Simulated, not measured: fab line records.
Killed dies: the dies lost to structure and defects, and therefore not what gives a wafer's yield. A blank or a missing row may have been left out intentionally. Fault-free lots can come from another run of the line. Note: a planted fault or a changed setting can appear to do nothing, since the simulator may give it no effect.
fab line records :: flow n5-finfet
record:
  lots: 4
  wafers: 12
  last-day: 17
route steps=1938 shown BEOL_M4@1099 BEOL_M5@1112 BEOL_M13@1707 PASSIVATION@1936
lots untouched by any fault: they come from a run of this same line in which no faults occurred
start-h: hours from the record's first day to the start of the lot's first wafer shown :: wait-h: how many hours have passed since the lot's step before this one :: " the same as in the row above :: L1.1+2: a row that stands for several wafers :: - no value, or no start given :: * or withheld: withheld :: < > ~ a bound
route shown NAME@n: names a module that has steps shown in the file, with the first one's number in the route :: usual: mean and standard deviation over wafers with no fault :: same: alike in all rows :: chamber/n: place in a boat :: sites: the reading at each site :: _std_site: the values' standard deviation :: _edge_site: inner sites' mean taken away from outer sites' mean :: radius-mm: how far each site lies from the wafer's centre :: mask NAME#n: copy n :: behind: the most recent tool/chamber to have shaped the wafer :: hold: cause of the lot's hold/its duration in hours/its outcome :: device: names the non-switching transistor (n, p or np) :: end of line: the route-end tests of the same wafers :: a step without rows: its recipe alone :: killed: count of dies lost to structure and defects at first sort (not the wafer's yield) :: map: a wafer's dies, x killed, . not, _ none there
set.NAME: the setting that was run; set.NAME@STEP: the one run at that earlier step :: model.NAME: the simulator's own value behind a step, which no gauge read
certain route steps with their lots: each step a table, each wafer a row
== steps ==
step: N5_BEOL_M4_ANNEAL_95
recipe:
  temp-c: 400
  time-s: 240
  ambient: vacuum
step: N5_BEOL_M4_SPUTTER_96
recipe:
  material: Cu
  target-thk-a: 45
  temp-c: -20
  chamber-pressure-pa: 0.07
  power-w: withheld
  time-s: 8.29
step: N5_BEOL_M4_ECD_50
recipe:
  material: Cu
  target-thk-a: 3000
step: N5_BEOL_M4_ANNEAL_51
recipe:
  temp-c: 225
  time-s: 90
  ambient: N2
step: N5_BEOL_M4_CMP_52
recipe:
  stop-on: SiOC
  t-overpolish-s: 6.8
  down-force-psi: 1
  platen-rpm: 50
  clearing-platen-down-force-psi: 1.5
  clearing-platen-rpm: 50
  post-cmp-clean: cu-alkaline
  target-thk-nm: 40
  clearing-platen-pad-velocity-m-s: 0.99484
  pad-velocity-m-s: 0.99484
step: N5_BEOL_M4_PRE_CLEAN_60
recipe:
  gas: NH3/H2
  time-s: 15
  temp-c: *
  rf-power-w: 300
step: N5_BEOL_M4_CO_CAP_55
recipe:
  material: Co
  target-thk-a: 20
  temp-c: 200
  precursor: CCTBA/H2
  pressure-torr: 30
  time-s: 102.1
step: N5_BEOL_M4_PRE_CLEAN_56
recipe:
  gas: NH3
  time-s: 15
  temp-c: withheld
  rf-power-w: 300
step: N5_BEOL_M4_DEP_57
recipe:
  material: SiCN
  target-thk-a: 80
  temp-c: withheld
  precursor: 3MS/NH3
  pressure-torr: 3
  rf-w: 202
  time-s: 14
step: N5_BEOL_M4_RC_MEAS_101
usual:
  DIBL_N: 36.0/1.9
  DIBL_P: 35.6/2.4
  IOFF_N: 0.16/0.036
  IOFF_P: 0.21/0.04
  ION_N: 673/14
  ION_P: 460/8.9
  SS_N: 71.5/0.67
  SS_P: 73.2/0.73
  VT_N: 249/3.6
  VT_P: -250/3.7
lot.wafer: L708.1
tool: prober-01
chamber: 0
start-h: 246.12
wait-h: 0.0
DIBL_N[mV/V]: 33.9
DIBL_P[mV/V]: 32.7
IOFF_N[nA/um]: 0.12
IOFF_P[nA/um]: 0.17
ION_N[uA/um]: 657
ION_P[uA/um]: 450
SS_N[mV/dec]: 70.6
SS_P[mV/dec]: 71.4
VT_N[mV]: 254
VT_P[mV]: -252

lot.wafer: L708.2
tool: prober-01
chamber: 0
start-h: 246.12
wait-h: 0.0
DIBL_N[mV/V]: 36.7
DIBL_P[mV/V]: 36.8
IOFF_N[nA/um]: 0.18
IOFF_P[nA/um]: 0.22
ION_N[uA/um]: 688
ION_P[uA/um]: 464
SS_N[mV/dec]: 71.3
SS_P[mV/dec]: 72.5
VT_N[mV]: 247
VT_P[mV]: -249

lot.wafer: L708.4
tool: prober-01
chamber: 0
start-h: 246.12
wait-h: 0.0
DIBL_N[mV/V]: 37.0
DIBL_P[mV/V]: 36.5
IOFF_N[nA/um]: 0.16
IOFF_P[nA/um]: 0.21
ION_N[uA/um]: 676
ION_P[uA/um]: 466
SS_N[mV/dec]: 71.1
SS_P[mV/dec]: 72.8
VT_N[mV]: 250
VT_P[mV]: -251

lot.wafer: L709.2
tool: prober-02
chamber: 0
start-h: 257.48
wait-h: 0.2
DIBL_N[mV/V]: 36.8
DIBL_P[mV/V]: 35.3
IOFF_N[nA/um]: 0.15
IOFF_P[nA/um]: 0.17
ION_N[uA/um]: 671
ION_P[uA/um]: 450
SS_N[mV/dec]: 71.5
SS_P[mV/dec]: 72.8
VT_N[mV]: 252
VT_P[mV]: -253

lot.wafer: L709.3
tool: prober-02
chamber: 0
start-h: 257.48
wait-h: 0.2
DIBL_N[mV/V]: 38.4
DIBL_P[mV/V]: 39.4
IOFF_N[nA/um]: 0.20
IOFF_P[nA/um]: 0.22
ION_N[uA/um]: 686
ION_P[uA/um]: 467
SS_N[mV/dec]: 72.1
SS_P[mV/dec]: 74.3
VT_N[mV]: 248
VT_P[mV]: -253

lot.wafer: L709.4
tool: prober-02
chamber: 0
start-h: 257.48
wait-h: 0.2
DIBL_N[mV/V]: 37.5
DIBL_P[mV/V]: 37.1
IOFF_N[nA/um]: 0.18
IOFF_P[nA/um]: 0.20
ION_N[uA/um]: 661
ION_P[uA/um]: 447
SS_N[mV/dec]: 72.3
SS_P[mV/dec]: 72.8
VT_N[mV]: 250
VT_P[mV]: -251

lot.wafer: L714.1
tool: prober-02
chamber: 0
start-h: 276.05
wait-h: 0.0
DIBL_N[mV/V]: 36.6
DIBL_P[mV/V]: 35.9
IOFF_N[nA/um]: 0.16
IOFF_P[nA/um]: 0.20
ION_N[uA/um]: 647
ION_P[uA/um]: 445
SS_N[mV/dec]: 72.7
SS_P[mV/dec]: 73.7
VT_N[mV]: 253
VT_P[mV]: -256

lot.wafer: L714.5
tool: prober-02
chamber: 0
start-h: 276.05
wait-h: 0.0
DIBL_N[mV/V]: 34.3
DIBL_P[mV/V]: 35.3
IOFF_N[nA/um]: 0.13
IOFF_P[nA/um]: 0.18
ION_N[uA/um]: 679
ION_P[uA/um]: 460
SS_N[mV/dec]: 70.9
SS_P[mV/dec]: 72.6
VT_N[mV]: 252
VT_P[mV]: -252

lot.wafer: L714.6
tool: prober-02
chamber: 0
start-h: 276.05
wait-h: 0.0
DIBL_N[mV/V]: 34.0
DIBL_P[mV/V]: 33.4
IOFF_N[nA/um]: 0.13
IOFF_P[nA/um]: 0.17
ION_N[uA/um]: 678
ION_P[uA/um]: 466
SS_N[mV/dec]: 71.1
SS_P[mV/dec]: 72.8
VT_N[mV]: 252
VT_P[mV]: -253

lot.wafer: L718.1
tool: prober-02
chamber: 0
start-h: 310.68
wait-h: 0.0
DIBL_N[mV/V]: 34.0
DIBL_P[mV/V]: 34.4
IOFF_N[nA/um]: 0.13
IOFF_P[nA/um]: 0.17
ION_N[uA/um]: 649
ION_P[uA/um]: 448
SS_N[mV/dec]: 71.5
SS_P[mV/dec]: 72.5
VT_N[mV]: 251
VT_P[mV]: -253

lot.wafer: L718.3
tool: prober-02
chamber: 0
start-h: 310.68
wait-h: 0.0
DIBL_N[mV/V]: 36.0
DIBL_P[mV/V]: 36.3
IOFF_N[nA/um]: 0.16
IOFF_P[nA/um]: 0.20
ION_N[uA/um]: 671
ION_P[uA/um]: 458
SS_N[mV/dec]: 72.0
SS_P[mV/dec]: 73.4
VT_N[mV]: 252
VT_P[mV]: -252

lot.wafer: L718.5
tool: prober-02
chamber: 0
start-h: 310.68
wait-h: 0.0
DIBL_N[mV/V]: 36.9
DIBL_P[mV/V]: 38.4
IOFF_N[nA/um]: 0.19
IOFF_P[nA/um]: 0.22
ION_N[uA/um]: 675
ION_P[uA/um]: 455
SS_N[mV/dec]: 72.1
SS_P[mV/dec]: 73.6
VT_N[mV]: 245
VT_P[mV]: -251
step: N5_BEOL_M5_ILD_DEP_00
recipe:
  material: SiCOH_lowk
  target-thk-a: 1406.4
  temp-c: 300
  precursor: DEMS/porogen
  pressure-torr: 5
  rf-w: 500
  time-s: 25.9
step: N5_BEOL_M5_CURE_79
recipe:
  temp-c: 385
  time-s: 240
  ambient: He/Ar
  material: SiCOH_lowk
step: N5_BEOL_M5_PECVD_70
recipe:
  material: SiO2
  target-thk-a: 160
  temp-c: 400
  precursor: TEOS/O2
  pressure-torr: 5.5
  rf-w: 450
  teos-flow-sccm: 53.8
  gas: O2
  flow-sccm: 3000
  time-s: 18
step: N5_BEOL_M5_HM_DEP_02
recipe:
  material: TiN
  target-thk-a: 200
  temp-c: 25
  chamber-pressure-pa: 0.49996
step: N5_BEOL_M5_COAT_59
recipe:
  resist: SOC
  temp-c: 250
  time-s: 60
  spin-rpm: 1500
  resist-thk-nm: 60
step: N5_BEOL_M5_COAT_60
recipe:
  resist: SiARC
  temp-c: 220
  time-s: 60
  spin-rpm: 1500
  resist-thk-nm: 12
step: N5_BEOL_M5_COAT_71
recipe:
  resist: underlayer
  temp-c: 205
  time-s: 60
  spin-rpm: 1500
  resist-thk-nm: 5
step: N5_BEOL_M5_COAT_05
recipe:
  resist: CAR-EUV
  spin-rpm: 1500
  resist-thk-nm: 30
step: N5_BEOL_M5_EBR_07
recipe:
  solvent: PGMEA
  ebr-width-mm: 1.5
step: N5_BEOL_M5_SOFTBAKE_06
recipe:
  temp-c: 110
  time-s: 60
  resist: CAR-EUV
step: N5_BEOL_M5_EXPOSE_08
recipe:
  mask-id: M5
  na: 0.33
  source-shape: annular
  sigma-inner: 0.4
  sigma-outer: 0.8
  polarization: unpolarized
  target-cd-nm: 28
  dose-mj: 35.75
step: N5_BEOL_M5_PEB_09
recipe:
  peb-temp-c: 100
  peb-time-s: 60
  resist: CAR-EUV
step: N5_BEOL_M5_DEVELOP_10
recipe:
  develop-time-s: 30
  developer: TMAH
  resist: CAR-EUV
  rinse-liquid: surfactant-rinse
  dry: air-spin
  dev-temp-c: 23
step: N5_BEOL_M5_DESCUM_16
recipe:
  chemistry: O2
  time-s: 7
  source-power-w: 50
  bias-power-w: 20
  pressure-mtorr: 20
  rf-frequency-hz: 2.712e+07
  temp-c: 40
  resist: CAR-EUV
  o2-flow-sccm: 225
step: N5_BEOL_M5_ETCH_72
recipe:
  chemistry: N2/H2
  target: underlayer
  target-depth-a: 65
  mask-material: CAR-EUV
  time-s: 5.2
  ion-energy-ev: 200
  pressure-mtorr: 30
  source-w: 840
  bias-w: 150
  n2-flow-sccm: 200
  h2-flow-sccm: 200
  ends: cleared
step: N5_BEOL_M5_ETCH_61
recipe:
  chemistry: CF4
  target: SiARC
  target-depth-a: 156
  mask-material: CAR-EUV
  time-s: 26
  ion-energy-ev: 80
  pressure-mtorr: 40
  source-w: 545
  bias-w: 36
  Ar_flow_sccm: 100
  cf4-flow-sccm: 100
  ends: cleared
step: N5_BEOL_M5_ETCH_62
recipe:
  chemistry: N2/H2
  target: SOC
  target-depth-a: 750
  overetch-a: 150
  mask-material: SiARC
  temp-c: 40
  time-s: 112.5
  ion-energy-ev: 200
  pressure-mtorr: 30
  source-w: 840
  bias-w: 150
  n2-flow-sccm: 200
  h2-flow-sccm: 200
step: N5_BEOL_M5_STRIP_63
recipe:
  chemistry: N2/H2
  temp-c: 40
  n2-flow-sccm: 200
  h2-flow-sccm: 200
  rf-frequency-hz: 6e+07
step: N5_BEOL_M5_STRIP_73
recipe:
  chemistry: N2/H2
  temp-c: 40
  n2-flow-sccm: 200
  h2-flow-sccm: 200
  rf-frequency-hz: 6e+07
step: N5_BEOL_M5_STRIP_64
recipe:
  chemistry: CF4
  resist: SiARC
  power-w: 300
  bias-power-w: 75
  pressure-mtorr: 50
  cf4-flow-sccm: 150
  rf-frequency-hz: 6e+07
step: N5_BEOL_M5_HM_OPEN_17
recipe:
  chemistry: Cl2/BCl3
  target-depth-a: 200
  overetch-a: 60
  target: TiN
  mask-material: SOC
  ion-energy-ev: 150
  pressure-mtorr: 10
  icp-w: 1000
  bias-w: 126
  Cl2_flow_sccm: 53.25
  bcl3-flow-sccm: 21.75
  Ar_flow_sccm: 25
step: N5_BEOL_M5_STRIP_19
recipe:
  chemistry: O2
  power-w: 400
  temp-c: 40
  pressure-mtorr: 30
  rf-frequency-hz: 6e+07
  bias-power-w: 0
  overash-fraction: 0.2
  o2-flow-sccm: 225
step: N5_BEOL_M5_COAT_65
recipe:
  resist: SOC
  temp-c: 250
  time-s: 60
  spin-rpm: 1500
  resist-thk-nm: 60
step: N5_BEOL_M5_COAT_66
recipe:
  resist: SiARC
  temp-c: 220
  time-s: 60
  spin-rpm: 1500
  resist-thk-nm: 12
step: N5_BEOL_M13_SPUTTER_45
recipe:
  material: Cu
  target-thk-a: 800
  temp-c: -20
  bias-v: 60
  power-w: 26000
  chamber-pressure-pa: 0.13
  time-s: 13.33
usual:
  bias-v: 60.0/0.57
  cathode-dc-power-W: 26000/4.8
  throttle-valve-pct: 29.7/0.9
lot.wafer: L708.1
tool: pvd-sputter-01
chamber: -
start-h: 318.06
wait-h: 0.0
bias-v: -
cathode-dc-power-W: -
throttle-valve-pct: -

lot.wafer: L708.2
tool: pvd-sputter-01
chamber: -
start-h: 318.06
wait-h: 0.0
bias-v: -
cathode-dc-power-W: -
throttle-valve-pct: -

lot.wafer: L708.4
tool: pvd-sputter-01
chamber: -
start-h: 318.06
wait-h: 0.0
bias-v: -
cathode-dc-power-W: -
throttle-valve-pct: -

lot.wafer: L709.2
tool: pvd-sputter-03
chamber: -
start-h: 331.03
wait-h: 0.0
bias-v: -
cathode-dc-power-W: -
throttle-valve-pct: -

lot.wafer: L709.3
tool: pvd-sputter-03
chamber: -
start-h: 331.03
wait-h: 0.0
bias-v: -
cathode-dc-power-W: -
throttle-valve-pct: -

lot.wafer: L709.4
tool: pvd-sputter-03
chamber: -
start-h: 331.03
wait-h: 0.0
bias-v: -
cathode-dc-power-W: -
throttle-valve-pct: -

lot.wafer: L714.1
tool: pvd-sputter-02
chamber: -
start-h: 346.44
wait-h: 0.0
bias-v: 59.6
cathode-dc-power-W: 25999
throttle-valve-pct: 30.3

lot.wafer: L714.5
tool: pvd-sputter-02
chamber: -
start-h: 346.44
wait-h: 0.0
bias-v: 60.7
cathode-dc-power-W: 25999
throttle-valve-pct: 30.7

lot.wafer: L714.6
tool: pvd-sputter-02
chamber: -
start-h: 346.44
wait-h: 0.0
bias-v: 60.1
cathode-dc-power-W: 26007
throttle-valve-pct: 28.1

lot.wafer: L718.1
tool: pvd-sputter-01
chamber: -
start-h: 383.30
wait-h: 0.0
bias-v: 60.1
cathode-dc-power-W: 25999
throttle-valve-pct: 28.6

lot.wafer: L718.3
tool: pvd-sputter-01
chamber: -
start-h: 383.30
wait-h: 0.0
bias-v: 59.8
cathode-dc-power-W: 26000
throttle-valve-pct: 29.4

lot.wafer: L718.5
tool: pvd-sputter-01
chamber: -
start-h: 383.30
wait-h: 0.0
bias-v: 60.8
cathode-dc-power-W: 26001
throttle-valve-pct: 29.4
step: N5_BEOL_M13_THK_MEAS_50
recipe:
  thk-meas-gauge: xrf
  reads: Cu_of_BEOL_M13_ECD_47
usual:
  M13_THK: 432/7.1
lot.wafer: L708.1
tool: film-metro-02
chamber: -
start-h: 318.94
wait-h: -
M13_THK[nm]: -

lot.wafer: L708.2
tool: film-metro-02
chamber: -
start-h: 318.94
wait-h: -
M13_THK[nm]: -

lot.wafer: L708.4
tool: film-metro-02
chamber: -
start-h: 318.94
wait-h: -
M13_THK[nm]: -

lot.wafer: L709.2
tool: film-metro-02
chamber: -
start-h: 332.00
wait-h: -
M13_THK[nm]: -

lot.wafer: L709.3
tool: film-metro-02
chamber: -
start-h: 332.00
wait-h: -
M13_THK[nm]: -

lot.wafer: L709.4
tool: film-metro-02
chamber: -
start-h: 332.00
wait-h: -
M13_THK[nm]: -

lot.wafer: L714.1
tool: film-metro-02
chamber: -
start-h: 347.32
wait-h: -
M13_THK[nm]: 416

lot.wafer: L714.5
tool: film-metro-02
chamber: -
start-h: 347.32
wait-h: -
M13_THK[nm]: 431

lot.wafer: L714.6
tool: film-metro-02
chamber: -
start-h: 347.32
wait-h: -
M13_THK[nm]: 420

lot.wafer: L718.1
tool: film-metro-02
chamber: -
start-h: 384.17
wait-h: -
M13_THK[nm]: 427

lot.wafer: L718.3
tool: film-metro-02
chamber: -
start-h: 384.17
wait-h: -
M13_THK[nm]: 422

lot.wafer: L718.5
tool: film-metro-02
chamber: -
start-h: 384.17
wait-h: -
M13_THK[nm]: 420
step: N5_BEOL_M13_RS_MEAS_54
recipe:
  thk-meas-gauge: four-point-probe
  reads: Cu_of_BEOL_M13_ECD_47+Ta_of_BEOL_M13_SPUTTER_44+TaN_of_BEOL_M13_SPUTTER_43
usual:
  M13_RS: 0.0449/0.00069
lot.wafer: L708.1
tool: film-metro-01
chamber: -
start-h: 319.07
wait-h: 0.0
M13_RS[ohm/sq]: 54.906

lot.wafer: L708.2
tool: film-metro-01
chamber: -
start-h: 319.07
wait-h: 0.0
M13_RS[ohm/sq]: 59.185

lot.wafer: L708.4
tool: film-metro-01
chamber: -
start-h: 319.07
wait-h: 0.0
M13_RS[ohm/sq]: 56.646

lot.wafer: L709.2
tool: film-metro-01
chamber: -
start-h: 332.13
wait-h: 0.1
M13_RS[ohm/sq]: 59.485

lot.wafer: L709.3
tool: film-metro-01
chamber: -
start-h: 332.13
wait-h: 0.1
M13_RS[ohm/sq]: 58.353

lot.wafer: L709.4
tool: film-metro-01
chamber: -
start-h: 332.13
wait-h: 0.1
M13_RS[ohm/sq]: 58.829

lot.wafer: L714.1
tool: film-metro-02
chamber: -
start-h: 347.45
wait-h: 0.0
M13_RS[ohm/sq]: 0.0467

lot.wafer: L714.5
tool: film-metro-02
chamber: -
start-h: 347.45
wait-h: 0.0
M13_RS[ohm/sq]: 0.0452

lot.wafer: L714.6
tool: film-metro-02
chamber: -
start-h: 347.45
wait-h: 0.0
M13_RS[ohm/sq]: 0.0465

lot.wafer: L718.1
tool: film-metro-01
chamber: -
start-h: 384.30
wait-h: 0.0
M13_RS[ohm/sq]: 0.0450

lot.wafer: L718.3
tool: film-metro-01
chamber: -
start-h: 384.30
wait-h: 0.0
M13_RS[ohm/sq]: 0.0457

lot.wafer: L718.5
tool: film-metro-01
chamber: -
start-h: 384.30
wait-h: 0.0
M13_RS[ohm/sq]: 0.0460
step: N5_PASSIVATION_PROBE_49
usual:
  defect-limited-yield: 91.2/1.4
  killed_at_M0_to_M3: 32/9.3
  killed_at_M4_up: 14/4.9
  killed-at-contacts: 15/7.5
  killed-at-front-end: 40/11
  killed-at-other: 4/3.3
  killed-dies: 104/17
  killed-on-rim: 13/4.2
  killed-open: 68/14
  killed-short: 33/7.9
  sort_bin_5_function: 5.2/0.99
  sort_bin_6_memory: 3.2/0.65
  sort-n-pass: 1076/17
  sort-yield-pct: 91.1/1.5
same:
  gross-dies: 1180
  killed-at-back-side: 0
  sort_bin_4_leakage[%]: 0
  sort_bin_8_speed[%]: 0
lot.wafer: L708.1
tool: prober-02
chamber: -
start-h: 346.06
wait-h: 0.0
defect-limited-yield[%]: 0
killed_at_M0_to_M3: 27
killed_at_M4_up: 1069
killed-at-contacts: 20
killed-at-front-end: 54
killed-at-other: 10
killed-dies: 1180
killed-on-rim: 152
killed-open: 83
killed-short: 41
sort_bin_5_function[%]: 95.5
sort_bin_6_memory[%]: 3.9
sort-n-pass: 0
sort-yield-pct[%]: 0

lot.wafer: L708.2
tool: prober-02
chamber: -
start-h: 346.11
wait-h: 0.1
defect-limited-yield[%]: 0
killed_at_M0_to_M3: 49
killed_at_M4_up: 1063
killed-at-contacts: 30
killed-at-front-end: 33
killed-at-other: 5
killed-dies: 1180
killed-on-rim: 152
killed-open: 97
killed-short: 32
sort_bin_5_function[%]: 95.0
sort_bin_6_memory[%]: 4.6
sort-n-pass: 0
sort-yield-pct[%]: 0

lot.wafer: L708.4
tool: prober-02
chamber: -
start-h: 346.21
wait-h: 0.2
defect-limited-yield[%]: 0
killed_at_M0_to_M3: 47
killed_at_M4_up: 1054
killed-at-contacts: 23
killed-at-front-end: 52
killed-at-other: 4
killed-dies: 1180
killed-on-rim: 152
killed-open: 107
killed-short: 44
sort_bin_5_function[%]: 94.2
sort_bin_6_memory[%]: 5.3
sort-n-pass: 0
sort-yield-pct[%]: 0

lot.wafer: L709.2
tool: prober-01
chamber: -
start-h: 356.37
wait-h: 0.1
defect-limited-yield[%]: 0
killed_at_M0_to_M3: 52
killed_at_M4_up: 1063
killed-at-contacts: 15
killed-at-front-end: 48
killed-at-other: 2
killed-dies: 1180
killed-on-rim: 152
killed-open: 97
killed-short: 32
sort_bin_5_function[%]: 95.8
sort_bin_6_memory[%]: 3.7
sort-n-pass: 0
sort-yield-pct[%]: 0

lot.wafer: L709.3
tool: prober-01
chamber: -
start-h: 356.42
wait-h: 0.1
defect-limited-yield[%]: 0
killed_at_M0_to_M3: 28
killed_at_M4_up: 1098
killed-at-contacts: 6
killed-at-front-end: 46
killed-at-other: 2
killed-dies: 1180
killed-on-rim: 152
killed-open: 57
killed-short: 36
sort_bin_5_function[%]: 97.0
sort_bin_6_memory[%]: 2.6
sort-n-pass: 0
sort-yield-pct[%]: 0

lot.wafer: L709.4
tool: prober-01
chamber: -
start-h: 356.47
wait-h: 0.2
defect-limited-yield[%]: 0
killed_at_M0_to_M3: 24
killed_at_M4_up: 1124
killed-at-contacts: 10
killed-at-front-end: 21
killed-at-other: 1
killed-dies: 1180
killed-on-rim: 152
killed-open: 49
killed-short: 23
sort_bin_5_function[%]: 97.6
sort_bin_6_memory[%]: 2.3
sort-n-pass: 0
sort-yield-pct[%]: 0
killed by level:class
L708.1 BEOL_M13:area-sputter=554 BEOL_M13:area-ecd=499 MOL_CONTACT_COAG:geometric-particle:open=16 FIN_SAQP:geometric-particle:open=10 STI_FIN_REVEAL:geometric-particle:open=10 BEOL_M4:geometric-particle:open=10 GATE_CUT:geometric-particle:short=9 STI_FIN_REVEAL:geometric-particle:short=7
L708.2 BEOL_M13:area-sputter=566 BEOL_M13:area-ecd=485 MOL_CONTACT_COAG:geometric-particle:open=26 STI_FIN_REVEAL:geometric-particle:open=17 BEOL_M0_SAQP:geometric-particle:open=14 BEOL_M0:geometric-particle:open=8 BEOL_M0_SAQP:geometric-particle:short=7 GATE_CUT:geometric-particle:open=5
L708.4 BEOL_M13:area-sputter=548 BEOL_M13:area-ecd=481 MOL_CONTACT_COAG:geometric-particle:open=17 BEOL_M3:geometric-particle:open=13 BEOL_M4:geometric-particle:open=12 STI_FIN_REVEAL:geometric-particle:open=11 BEOL_M2:geometric-particle:open=10 FIN_SAQP:geometric-particle:open=7
L709.2 BEOL_M13:area-ecd=532 BEOL_M13:area-sputter=518 BEOL_M1:geometric-particle:open=15 STI_FIN_REVEAL:geometric-particle:open=13 MOL_CONTACT_COAG:geometric-particle:open=12 BEOL_M0_SAQP:geometric-particle:short=11 BEOL_M4:geometric-particle:open=10 BEOL_M0_SAQP:geometric-particle:open=8
L709.3 BEOL_M13:area-sputter=565 BEOL_M13:area-ecd=521 STI_FIN_REVEAL:geometric-particle:open=17 BEOL_M1:geometric-particle:open=7 BEOL_M0_SAQP:geometric-particle:short=6 FIN_SAQP:geometric-particle:open=5 STI_FIN_REVEAL:geometric-particle:short=5 MOL_CONTACT_COAG:geometric-particle:open=5
L709.4 BEOL_M13:area-ecd=565 BEOL_M13:area-sputter=543 MOL_CONTACT_COAG:geometric-particle:open=8 DUMMY_GATE:geometric-particle:open=7 BEOL_M4:geometric-particle:open=6 BEOL_M1:geometric-particle:open=6 BEOL_M3:geometric-particle:open=6 BEOL_M0_SAQP:geometric-particle:open=5
map L708.1 (x killed, . not)
_________________xxxxxxxxxxxx________________
______________xxxxxxxxxxxxxxxxxx_____________
___________xxxxxxxxxxxxxxxxxxxxxxxx__________
__________xxxxxxxxxxxxxxxxxxxxxxxxxx_________
________xxxxxxxxxxxxxxxxxxxxxxxxxxxxxx_______
_______xxxxxxxxxxxxxxxxxxxxxxxxxxxxxxxx______
______xxxxxxxxxxxxxxxxxxxxxxxxxxxxxxxxxx_____
_____xxxxxxxxxxxxxxxxxxxxxxxxxxxxxxxxxxxx____
____xxxxxxxxxxxxxxxxxxxxxxxxxxxxxxxxxxxxxx___
___xxxxxxxxxxxxxxxxxxxxxxxxxxxxxxxxxxxxxxxx__
___xxxxxxxxxxxxxxxxxxxxxxxxxxxxxxxxxxxxxxxx__
__xxxxxxxxxxxxxxxxxxxxxxxxxxxxxxxxxxxxxxxxxx_
__xxxxxxxxxxxxxxxxxxxxxxxxxxxxxxxxxxxxxxxxxx_
_xxxxxxxxxxxxxxxxxxxxxxxxxxxxxxxxxxxxxxxxxxxx
_xxxxxxxxxxxxxxxxxxxxxxxxxxxxxxxxxxxxxxxxxxxx
_xxxxxxxxxxxxxxxxxxxxxxxxxxxxxxxxxxxxxxxxxxxx
_xxxxxxxxxxxxxxxxxxxxxxxxxxxxxxxxxxxxxxxxxxxx
_xxxxxxxxxxxxxxxxxxxxxxxxxxxxxxxxxxxxxxxxxxxx
_xxxxxxxxxxxxxxxxxxxxxxxxxxxxxxxxxxxxxxxxxxxx
_xxxxxxxxxxxxxxxxxxxxxxxxxxxxxxxxxxxxxxxxxxxx
_xxxxxxxxxxxxxxxxxxxxxxxxxxxxxxxxxxxxxxxxxxxx
__xxxxxxxxxxxxxxxxxxxxxxxxxxxxxxxxxxxxxxxxxx_
__xxxxxxxxxxxxxxxxxxxxxxxxxxxxxxxxxxxxxxxxxx_
___xxxxxxxxxxxxxxxxxxxxxxxxxxxxxxxxxxxxxxxx__
___xxxxxxxxxxxxxxxxxxxxxxxxxxxxxxxxxxxxxxxx__
____xxxxxxxxxxxxxxxxxxxxxxxxxxxxxxxxxxxxxx___
_____xxxxxxxxxxxxxxxxxxxxxxxxxxxxxxxxxxxx____
______xxxxxxxxxxxxxxxxxxxxxxxxxxxxxxxxxx_____
_______xxxxxxxxxxxxxxxxxxxxxxxxxxxxxxxx______
________xxxxxxxxxxxxxxxxxxxxxxxxxxxxxx_______
__________xxxxxxxxxxxxxxxxxxxxxxxxxx_________
___________xxxxxxxxxxxxxxxxxxxxxxxx__________
______________xxxxxxxxxxxxxxxxxx_____________
_________________xxxxxxxxxxxx________________
map L709.2 (x killed, . not)
_________________xxxxxxxxxxxx________________
______________xxxxxxxxxxxxxxxxxx_____________
___________xxxxxxxxxxxxxxxxxxxxxxxx__________
__________xxxxxxxxxxxxxxxxxxxxxxxxxx_________
________xxxxxxxxxxxxxxxxxxxxxxxxxxxxxx_______
_______xxxxxxxxxxxxxxxxxxxxxxxxxxxxxxxx______
______xxxxxxxxxxxxxxxxxxxxxxxxxxxxxxxxxx_____
_____xxxxxxxxxxxxxxxxxxxxxxxxxxxxxxxxxxxx____
____xxxxxxxxxxxxxxxxxxxxxxxxxxxxxxxxxxxxxx___
___xxxxxxxxxxxxxxxxxxxxxxxxxxxxxxxxxxxxxxxx__
___xxxxxxxxxxxxxxxxxxxxxxxxxxxxxxxxxxxxxxxx__
__xxxxxxxxxxxxxxxxxxxxxxxxxxxxxxxxxxxxxxxxxx_
__xxxxxxxxxxxxxxxxxxxxxxxxxxxxxxxxxxxxxxxxxx_
_xxxxxxxxxxxxxxxxxxxxxxxxxxxxxxxxxxxxxxxxxxxx
_xxxxxxxxxxxxxxxxxxxxxxxxxxxxxxxxxxxxxxxxxxxx
_xxxxxxxxxxxxxxxxxxxxxxxxxxxxxxxxxxxxxxxxxxxx
_xxxxxxxxxxxxxxxxxxxxxxxxxxxxxxxxxxxxxxxxxxxx
_xxxxxxxxxxxxxxxxxxxxxxxxxxxxxxxxxxxxxxxxxxxx
_xxxxxxxxxxxxxxxxxxxxxxxxxxxxxxxxxxxxxxxxxxxx
_xxxxxxxxxxxxxxxxxxxxxxxxxxxxxxxxxxxxxxxxxxxx
_xxxxxxxxxxxxxxxxxxxxxxxxxxxxxxxxxxxxxxxxxxxx
__xxxxxxxxxxxxxxxxxxxxxxxxxxxxxxxxxxxxxxxxxx_
__xxxxxxxxxxxxxxxxxxxxxxxxxxxxxxxxxxxxxxxxxx_
___xxxxxxxxxxxxxxxxxxxxxxxxxxxxxxxxxxxxxxxx__
___xxxxxxxxxxxxxxxxxxxxxxxxxxxxxxxxxxxxxxxx__
____xxxxxxxxxxxxxxxxxxxxxxxxxxxxxxxxxxxxxx___
_____xxxxxxxxxxxxxxxxxxxxxxxxxxxxxxxxxxxx____
______xxxxxxxxxxxxxxxxxxxxxxxxxxxxxxxxxx_____
_______xxxxxxxxxxxxxxxxxxxxxxxxxxxxxxxx______
________xxxxxxxxxxxxxxxxxxxxxxxxxxxxxx_______
__________xxxxxxxxxxxxxxxxxxxxxxxxxx_________
___________xxxxxxxxxxxxxxxxxxxxxxxx__________
______________xxxxxxxxxxxxxxxxxx_____________
_________________xxxxxxxxxxxx________________
== key ==
first-sign:
  step: N5_BEOL_M13_SPUTTER_45
  reading: tool-record
  direction: missing
effect:
  step: N5_BEOL_M13_THK_MEAS_50
  reading: M13_THK
  direction: missing
effect:
  step: N5_BEOL_M13_RS_MEAS_54
  reading: M13_RS
  direction: up
  sigmas: 99+
  usual: 0.0449
  struck: 57.900
effect:
  step: N5_PASSIVATION_PROBE_49
  reading: killed_at_M4_up
  direction: up
  sigmas: 99+
  usual: 14
  struck: 1078
more-kills-born-at:
  N5_BEOL_M13_SPUTTER_45@pvd-sputter-01: 1668
  N5_BEOL_M13_SPUTTER_45@pvd-sputter-03: 1626
  N5_BEOL_M13_ECD_47@ecd-cu-01: 1618
met-at N5_BEOL_M13_SPUTTER_45
struck-wafers L708.1,L708.2,L708.4,L709.2,L709.3,L709.4
later-rows-left-out L708.1,L708.2,L708.4,L709.2,L709.3,L709.4
fault:
  kind: skipped-step-whole
  tool: pvd-sputter-01,pvd-sputter-03
  chamber: -
  onset-h: 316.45
  steps: N5_BEOL_M13_SPUTTER_45
  scope: struck-lots-only
later-rows-left-out: the simulator's readings of these wafers behind a module that went badly wrong aren't trusted and aren't shown, but for the sort
